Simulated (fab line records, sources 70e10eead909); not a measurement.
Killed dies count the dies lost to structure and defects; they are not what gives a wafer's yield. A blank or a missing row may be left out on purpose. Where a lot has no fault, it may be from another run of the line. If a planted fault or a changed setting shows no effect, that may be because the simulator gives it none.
The tool behind it: which one? || flow nand-harc || 6 lots with 18 wafers sampled at 3 steps, on a route of 1159 steps

## WHAT THE GAUGES READ, wafer by wafer
NHARC_P_GATE_CD_MEAS_46: the cd target is 720 nm.
{"lot": "L167", "measured": "day 5 18:55", "on": "cd-sem-01", "cd-nm (nm)": "724.2 718.9 720.8"}
{"lot": "L170", "measured": "day 6 19:37", "on": "cd-sem-02", "cd-nm (nm)": "721.0 724.1 718.7"}
{"lot": "L174", "measured": "day 7 13:49", "on": "cd-sem-03", "cd-nm (nm)": "722.6 720.3 716.9"}
{"lot": "L177", "measured": "day 8 12:34", "on": "cd-sem-01", "cd-nm (nm)": "721.6 717.4 724.2"}
{"lot": "L186", "measured": "day 10 08:08", "on": "cd-sem-02", "cd-nm (nm)": "724.1 721.2 722.8"}
{"lot": "L187", "measured": "day 10 23:58", "on": "cd-sem-03", "cd-nm (nm)": "720.2 721.6 717.9"}

## WHAT TOOL EACH LOT RAN ON (gives the tool, then ch and the chambers of the sampled wafers, and finally the start)
{"lot": "L167", "NHARC_P_STI_ETCH_15": "rie-si-01 ch 0,1, day 3 02:33", "NHARC_P_GATE_EXPOSE_43": "krf-scanner-01 ch 0, day 5 18:46"}
{"lot": "L170", "NHARC_P_STI_ETCH_15": "rie-si-03 ch 1,2,3, day 3 18:26", "NHARC_P_GATE_EXPOSE_43": "krf-scanner-02 ch 0, day 6 19:27"}
{"lot": "L174", "NHARC_P_STI_ETCH_15": "rie-si-03 ch 0,2,3, day 4 19:17", "NHARC_P_GATE_EXPOSE_43": "krf-scanner-04 ch 0, day 7 13:39"}
{"lot": "L177", "NHARC_P_STI_ETCH_15": "rie-si-06 ch 0,1,2, day 5 08:19", "NHARC_P_GATE_EXPOSE_43": "krf-scanner-04 ch 0, day 8 12:25"}
{"lot": "L186", "NHARC_P_STI_ETCH_15": "rie-si-01 ch 0,1, day 7 14:08", "NHARC_P_GATE_EXPOSE_43": "krf-scanner-01 ch 0, day 10 07:58"}
{"lot": "L187", "NHARC_P_STI_ETCH_15": "rie-si-01 ch 1,2, day 8 01:53", "NHARC_P_GATE_EXPOSE_43": "krf-scanner-02 ch 0, day 10 23:49"}
- NHARC_P_STI_ETCH_15: etches the open film in HBr/Cl2, target depth 300 nm, time 100.1 s.
- NHARC_P_GATE_EXPOSE_43: exposes mask P NSD, target cd 720 nm.

## THE ANSWER, worked out from the rows above alone
Rule: usual is defined by the lots themselves. The widest of any qualifying gaps counts: lots, ordered by their means at a reading, are off when they make up no more than a third of the lots, leave a main group of 4 or more, and stand apart from it by 3 or more times the standard deviation of that group's means. A main group whose means are all the same, to the digits that the tables above print for the reading, isn't used. A lot without any number at a reading at which 4 lots or more have one is off too. Where the step has rows for the other lots, those lots are counted as sound.
No lot is off at any reading shown: from this, nothing can be told.

## WHAT THE SIMULATOR HAD PUT IN
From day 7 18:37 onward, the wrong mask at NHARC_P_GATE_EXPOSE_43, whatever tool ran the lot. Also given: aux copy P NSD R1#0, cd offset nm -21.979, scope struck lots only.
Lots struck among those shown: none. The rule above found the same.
